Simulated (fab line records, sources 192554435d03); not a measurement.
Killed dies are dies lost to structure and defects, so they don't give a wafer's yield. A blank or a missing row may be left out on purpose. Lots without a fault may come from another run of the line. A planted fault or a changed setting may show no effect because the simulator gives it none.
One fault seen from 2 desks | flow n5_finfet | each desk has only its own numbers; what lay behind them comes last

THE METROLOGY DESK
What the gauges read, lot by lot, whatever tool the lot ran on: means of the sampled wafers that have a number. A lot is out of limits, marked OUT, if its mean lies more than 4 standard deviations from the usual mean; the brackets give that distance.
Columns: A = M6_THK at N5_BEOL_M6_THK_MEAS_53, usual 79.7 nm; B = M6_RS at N5_BEOL_M6_RS_MEAS_57, usual 0.283 ohm/sq
lot  | first seen here | A    | B
L393 | day 8 15:32     | 80.4 | 0.280
L396 | day 10 13:55    | 79.7 | 0.283
L398 | day 10 15:40    | 80.1 | 0.279
L400 | day 11 03:04    | 79.5 | 0.282
L409 | day 13 13:29    | 79.5 | 0.282
This desk's finding: nothing out of limits on any of the 5 lots.

THE TOOL OWNER'S DESK: pecvd-04
The tool's own readings at N5_BEOL_M6_DEP_56 (deposits SiCN from 3MS/NH3, target thk 10 nm, time 17.5 s): means of the sampled wafers that have a number, for each lot that ran on this tool. A lot is out of limits, marked OUT, if its mean lies more than 4 standard deviations from the usual mean; the brackets give that distance.
Columns: A = showerhead_plenum_p_Torr at N5_BEOL_M6_DEP_56, usual 3.664 Torr; B = throttle_valve_pct at N5_BEOL_M6_DEP_56, usual 8.9 %
lot  | first seen here | A     | B
L393 | day 8 15:37     | 3.667 | 9.1
L398 | day 10 15:44    | 3.655 | 8.6
This desk's finding: nothing out of limits on any of the 2 lots.

PUT TOGETHER
The metrology desk saw nothing out of limits.
The tool owner's desk saw nothing out of limits.

WHAT THE SIMULATOR HAD PUT IN
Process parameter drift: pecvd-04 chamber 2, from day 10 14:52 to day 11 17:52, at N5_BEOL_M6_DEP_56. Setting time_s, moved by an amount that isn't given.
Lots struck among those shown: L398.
